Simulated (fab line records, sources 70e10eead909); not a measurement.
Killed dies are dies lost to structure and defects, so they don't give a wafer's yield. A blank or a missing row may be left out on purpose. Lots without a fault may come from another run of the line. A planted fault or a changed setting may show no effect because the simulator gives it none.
One fault seen from 2 desks | flow nand_harc | each desk has only its own numbers; what lay behind them comes last

THE TOOL OWNER'S DESK: krf_scanner-01
The tool's own readings at NHARC_P_ZERO_WELL_EXPOSE_08 (exposes mask P ZERO, target cd 500 nm): means of the sampled wafers that have a number, for each lot that ran on this tool. A lot is out of limits, marked OUT, if its mean lies more than 4 standard deviations from the usual mean; the brackets give that distance.
Columns: A = exposure_dose_mJ_cm2 at NHARC_P_ZERO_WELL_EXPOSE_08, usual 33.77; B = stage_vel_mm_s at NHARC_P_ZERO_WELL_EXPOSE_08, usual 500.07 mm/s
lot  | first seen here | A                       | B
L933 | day 1 21:05     | 33.84                   | 500.25
L934 | day 2 07:06     | 33.78                   | 500.06
L936 | day 3 03:04     | 49.47 (+99 or more) OUT | 499.96
L938 | day 3 23:05     | 46.34 (+99 or more) OUT | 500.07
L940 | day 4 19:06     | 46.15 (+99 or more) OUT | 499.95
This desk's finding: out of limits on L936, L938, L940; first on L936, day 3 03:04 (exposure_dose_mJ_cm2 at NHARC_P_ZERO_WELL_EXPOSE_08). In limits: L933, L934.

THE METROLOGY DESK
What the gauges read, lot by lot, whatever tool the lot ran on: means of the sampled wafers that have a number. A lot is out of limits, marked OUT, if its mean lies more than 4 standard deviations from the usual mean; the brackets give that distance.
Columns: A = cd_nm at NHARC_P_ZERO_WELL_CD_MEAS_11, usual 500.4 nm; B = overlay_x_nm at NHARC_P_STI_OVL_MEAS_10, usual -1 nm; C = overlay_y_nm at NHARC_P_STI_OVL_MEAS_10, usual 1 nm
lot  | first seen here | A               | B  | C
L933 | day 1 21:14     | 500.8           | -3 | 7
L934 | day 2 07:15     | 501.3           | -8 | 1
L936 | day 3 03:13     | 570.3 (+33) OUT | 10 | -10
L938 | day 3 23:14     | 558.9 (+28) OUT | 8  | 0
L940 | day 4 19:15     | 555.8 (+26) OUT | -1 | -7
L945 | day 6 21:07     | 504.4           | 6  | 2
L946 | day 7 07:06     | 500.1           | 0  | 9
L947 | day 7 17:08     | 499.2           | 3  | 3
L948 | day 8 03:07     | 501.2           | 9  | 4
L949 | day 8 13:14     | 498.6           | 4  | 0
L950 | day 8 23:28     | 501.1           | -5 | 7
L951 | day 9 09:15     | 500.9           | -1 | 3
L953 | day 10 05:16    | 500.1           | -2 | 7
L954 | day 10 15:14    | 501.3           | -7 | 0
L956 | day 11 11:19    | 498.8           | -1 | -1
This desk's finding: out of limits on L936, L938, L940; first on L936, day 3 03:13 (cd_nm at NHARC_P_ZERO_WELL_CD_MEAS_11). In limits: L933, L934, L945, L946, L947, L948, L949, L950, L951, L953, L954, L956.

PUT TOGETHER
The tool owner's desk could have raised an alarm at day 3 03:04, on L936, L938, L940.
The metrology desk could have raised an alarm at day 3 03:13, on L936, L938, L940.
Of the lots named, all ran NHARC_P_ZERO_WELL_EXPOSE_08 on krf_scanner-01.

WHAT THE SIMULATOR HAD PUT IN
Process parameter drift: krf_scanner-01, from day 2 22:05 on, at NHARC_P_ZERO_WELL_EXPOSE_08. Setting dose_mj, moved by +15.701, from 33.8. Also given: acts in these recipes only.
Lots struck among those shown: L936, L938, L940.
Hours from the fault's start to each desk's first reading out of limits: the tool owner's desk, 5; the metrology desk, 5.
